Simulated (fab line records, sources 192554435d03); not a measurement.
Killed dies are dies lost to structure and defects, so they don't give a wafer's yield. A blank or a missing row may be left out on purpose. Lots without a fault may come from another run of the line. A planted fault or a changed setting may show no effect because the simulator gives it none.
Split-lot experiment | flow n5_finfet | 7 lots, 39 wafers read, on a route of 1938 steps

THE SPLIT
At N5_SD_EPI_P_ETCH_16 (etches SiO2 in CHF3/O2, target depth 5 nm), the setting target_depth_a was moved away from the recipe's 50 angstrom on 15 of the 39 wafers read, by -5.9% to +9.5%. The other wafers ran this setting at the recipe's value.

The reading is taken at the split's own step.

THE READING
etch.depth_nm (the simulator's own value, which no gauge read), in nm, at N5_SD_EPI_P_ETCH_16 (etches SiO2 in CHF3/O2, target depth 5 nm). The file gives no usual value for it. The 24 wafers here that ran the recipe average 4.987 nm, standard deviation 0.051 nm.

wafer  | tool, chamber at the split | target_depth_a as run, angstrom | against the recipe | etch.depth_nm, nm | against lot-mates on the recipe
L074.1 | rie_diel-05, 3             | 47.05                           | -5.9%              | 4.676             | -0.265
L074.2 | rie_diel-05, 0             | 47.05                           | -5.9%              | 4.67              | -0.271
L074.3 | rie_diel-05, 2             | 47.05                           | -5.9%              | 4.614             | -0.327
L074.4 | rie_diel-05, 1             | 50                              | recipe             | 4.973             | -
L074.5 | rie_diel-05, 2             | 50                              | recipe             | 4.844             | -
L074.6 | rie_diel-05, 3             | 50                              | recipe             | 5.006             | -
L078.1 | rie_diel-01, 2             | 50                              | recipe             | 5.014             | -
L078.2 | rie_diel-01, 1             | 50                              | recipe             | 4.959             | -
L078.3 | rie_diel-01, 3             | 50                              | recipe             | 5.003             | -
L078.4 | rie_diel-01, 0             | 50                              | recipe             | 5.024             | -
L078.5 | rie_diel-01, 3             | 50                              | recipe             | 5.033             | -
L078.6 | rie_diel-01, 0             | 50                              | recipe             | 5.011             | -
L080.4 | rie_diel-06, 3             | 50                              | recipe             | 4.981             | -
L080.5 | rie_diel-06, 1             | 50                              | recipe             | 5.047             | -
L080.6 | rie_diel-06, 0             | 50                              | recipe             | 5.11              | -
L083.1 | rie_diel-01, 3             | 47.3                            | -5.4%              | 4.693             | -0.268
L083.2 | rie_diel-01, 1             | 47.3                            | -5.4%              | 4.684             | -0.277
L083.3 | rie_diel-01, 2             | 50                              | recipe             | 4.987             | -
L083.4 | rie_diel-01, 0             | 47.3                            | -5.4%              | 4.686             | -0.275
L083.5 | rie_diel-01, 0             | 50                              | recipe             | 4.942             | -
L083.6 | rie_diel-01, 1             | 50                              | recipe             | 4.954             | -
L086.1 | rie_diel-01, 1             | 50                              | recipe             | 4.966             | -
L086.2 | rie_diel-01, 0             | 54.28                           | +8.6%              | 5.465             | +0.461
L086.3 | rie_diel-01, 2             | 54.28                           | +8.6%              | 5.488             | +0.484
L086.4 | rie_diel-01, 3             | 50                              | recipe             | 5.06              | -
L086.5 | rie_diel-01, 0             | 54.28                           | +8.6%              | 5.445             | +0.441
L086.6 | rie_diel-01, 1             | 50                              | recipe             | 4.985             | -
L088.1 | rie_diel-01, 2             | 50                              | recipe             | 4.999             | -
L088.2 | rie_diel-01, 0             | 50                              | recipe             | 4.987             | -
L088.3 | rie_diel-01, 1             | 54.32                           | +8.6%              | 5.417             | +0.429
L088.4 | rie_diel-01, 3             | 54.32                           | +8.6%              | 5.461             | +0.473
L088.5 | rie_diel-01, 3             | 50                              | recipe             | 4.979             | -
L088.6 | rie_diel-01, 0             | 54.32                           | +8.6%              | 5.393             | +0.405
L092.1 | rie_diel-01, 0             | 54.76                           | +9.5%              | 5.435             | +0.491
L092.2 | rie_diel-01, 1             | 54.76                           | +9.5%              | 5.338             | +0.394
L092.3 | rie_diel-01, 2             | 50                              | recipe             | 4.972             | -
L092.4 | rie_diel-01, 0             | 50                              | recipe             | 4.943             | -
L092.5 | rie_diel-01, 2             | 54.76                           | +9.5%              | 5.454             | +0.510
L092.6 | rie_diel-01, 1             | 50                              | recipe             | 4.917             | -

THE FIT
A straight line over all 39 wafers: etch.depth_nm changes by +0.0515 nm for each +1% of target_depth_a; r = +0.98; the points scatter about the line by 0.051 nm.
The same after taking each lot's own level away (the mean of its wafers on the recipe; 39 wafers): +0.0506 nm for each +1%; r = +0.99; scatter 0.037 nm.
On that fit, the largest move of target_depth_a shifts the reading by 0.48 nm.
The lots' own levels span 4.9410 to 5.0460 nm, that is 2.1 times the standard deviation above.
So the lot-to-lot level changes the slope little: the two slopes agree.
Check: with one of the wafers moved furthest among these (+9.5%) left out of the fit, the line predicts +0.482 nm for it against its lot-mates. It came out at +0.491 nm against them.

OTHER SPLITS ON THESE WAFERS
These wafers also went through other splits before the reading. Each is held against what the fit with the lots' levels taken away leaves over:
other split on the same wafers          | wafers away from the commonest value | r with etch.depth_nm (lot level and that fit taken away)
N5_FIN_SAQP_SPACER2_ALD_28 target_thk_a | 12                                   | -0.09
N5_DUMMY_GATE_EXPOSE_12 dose_mj         | 12                                   | +0.22
N5_DUMMY_GATE_ETCH_31 target_depth_a    | 15                                   | -0.07

THE FILE'S OWN FIT
etch.depth_nm changes by +0.0506 nm for each +1% of target_depth_a, r = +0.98.
